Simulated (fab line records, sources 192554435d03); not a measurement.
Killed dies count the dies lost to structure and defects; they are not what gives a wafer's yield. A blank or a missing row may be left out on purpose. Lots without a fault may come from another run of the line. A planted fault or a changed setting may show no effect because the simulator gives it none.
Chamber matching + flow n5 finfet + N5_SDB_HM_DEP_00 on pecvd-03 has 3 sister chambers
The step deposits SiNx from SiH4/NH3/N2, target thk 40 nm, time 35.3 s. 24 wafers are shown with their chamber, then 12 later ones without.

## WAFERS, EACH WITH ITS CHAMBER
| wafer  | chamber | throttle valve pct (%) | showerhead plenum p Torr (Torr) | heater power w (W) |
|--------|---------|------------------------|---------------------------------|--------------------|
| L075.1 | 1       | 39.6                   | 5.21                            | 751                |
| L075.3 | 2       | 38.1                   | 5.17                            | 720                |
| L075.5 | 2       | 38.1                   | 5.19                            | 690                |
| L078.1 | 2       | 38.1                   | 5.19                            | 680                |
| L078.2 | 1       | 39.4                   | 5.21                            | 745                |
| L078.4 | 1       | 39.5                   | 5.21                            | 733                |
| L080.1 | 2       | 38.7                   | 5.20                            | 721                |
| L080.2 | 0       | 41.0                   | 5.07                            | 757                |
| L080.3 | 1       | 39.3                   | 5.19                            | 831                |
| L080.4 | 0       | 40.7                   | 5.09                            | 753                |
| L080.5 | 1       | 39.4                   | 5.21                            | 792                |
| L080.6 | 2       | 38.5                   | 5.19                            | 730                |
| L082.1 | 0       | 41.2                   | 5.09                            | 720                |
| L082.3 | 2       | 38.3                   | 5.20                            | 708                |
| L082.6 | 0       | 40.9                   | 5.09                            | 712                |
| L083.1 | 2       | 38.5                   | 5.18                            | 659                |
| L083.2 | 1       | 39.5                   | 5.21                            | 796                |
| L083.3 | 0       | 40.9                   | 5.09                            | 713                |
| L084.2 | 0       | 41.0                   | 5.08                            | 629                |
| L084.5 | 2       | 38.7                   | 5.19                            | 759                |
| L084.6 | 0       | 41.1                   | 5.10                            | 628                |
| L086.1 | 1       | 39.7                   | 5.22                            | 806                |
| L086.2 | 0       | 40.9                   | 5.09                            | 737                |
| L086.3 | 2       | 38.4                   | 5.19                            | 711                |

SIGNATURES (averages over the wafers above)
| reading                  | chamber 0 | chamber 1 | chamber 2 | scatter within a chamber |
|--------------------------|-----------|-----------|-----------|--------------------------|
| throttle valve pct       | 40.962    | 39.486    | 38.378    | 0.188                    |
| showerhead plenum p Torr | 5.0875    | 5.2086    | 5.1889    | 0.00906                  |
| heater power w           | 706.12    | 779.14    | 708.67    | 39.6                     |
Rule: a wafer lies at a distance from a chamber equal to the root of the sum of squares, over the readings, of (its reading less the chamber's mean, divided by the reading's scatter). The wafer belongs to the nearest chamber; if the next one is less than 2 further off, it can't be placed. The scatter: the root of (the sum of the squares of (reading less its chamber's mean) over the shown wafers, divided by (wafers less chambers)).

## WAFERS WHOSE CHAMBER IS MISSING
| wafer  | throttle valve pct (%) | showerhead plenum p Torr (Torr) | heater power w (W) |
|--------|------------------------|---------------------------------|--------------------|
| L086.4 | 38.3                   | 5.19                            | 695                |
| L086.5 | 39.6                   | 5.22                            | 800                |
| L086.6 | 41.1                   | 5.09                            | 748                |
| L093.4 | 39.6                   | 5.22                            | 804                |
| L093.5 | 40.9                   | 5.09                            | 729                |
| L093.6 | 38.6                   | 5.19                            | 743                |
| L094.2 | 38.9                   | 5.19                            | 749                |
| L094.3 | 39.8                   | 5.22                            | 760                |
| L094.4 | 39.7                   | 5.22                            | 738                |
| L096.1 | 40.7                   | 5.10                            | 679                |
| L096.2 | 39.6                   | 5.22                            | 763                |
| L096.6 | 38.9                   | 5.18                            | 764                |

## EACH ONE'S CHAMBER
| wafer  | from the rows above     | in truth |
|--------|-------------------------|----------|
| L086.4 | 2                       | 2        |
| L086.5 | 1                       | 1        |
| L086.6 | 0                       | 0        |
| L093.4 | 1                       | 1        |
| L093.5 | 0                       | 0        |
| L093.6 | 2                       | 2        |
| L094.2 | can't be placed: 2 or 1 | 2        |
| L094.3 | 1                       | 1        |
| L094.4 | 1                       | 1        |
| L096.1 | 0                       | 0        |
| L096.2 | 1                       | 1        |
| L096.6 | can't be placed: 2 or 1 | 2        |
10 of 12 placed correctly. Can't be placed from these rows: 2 (the true chamber is among the candidates in 2). Placed wrongly: 0.
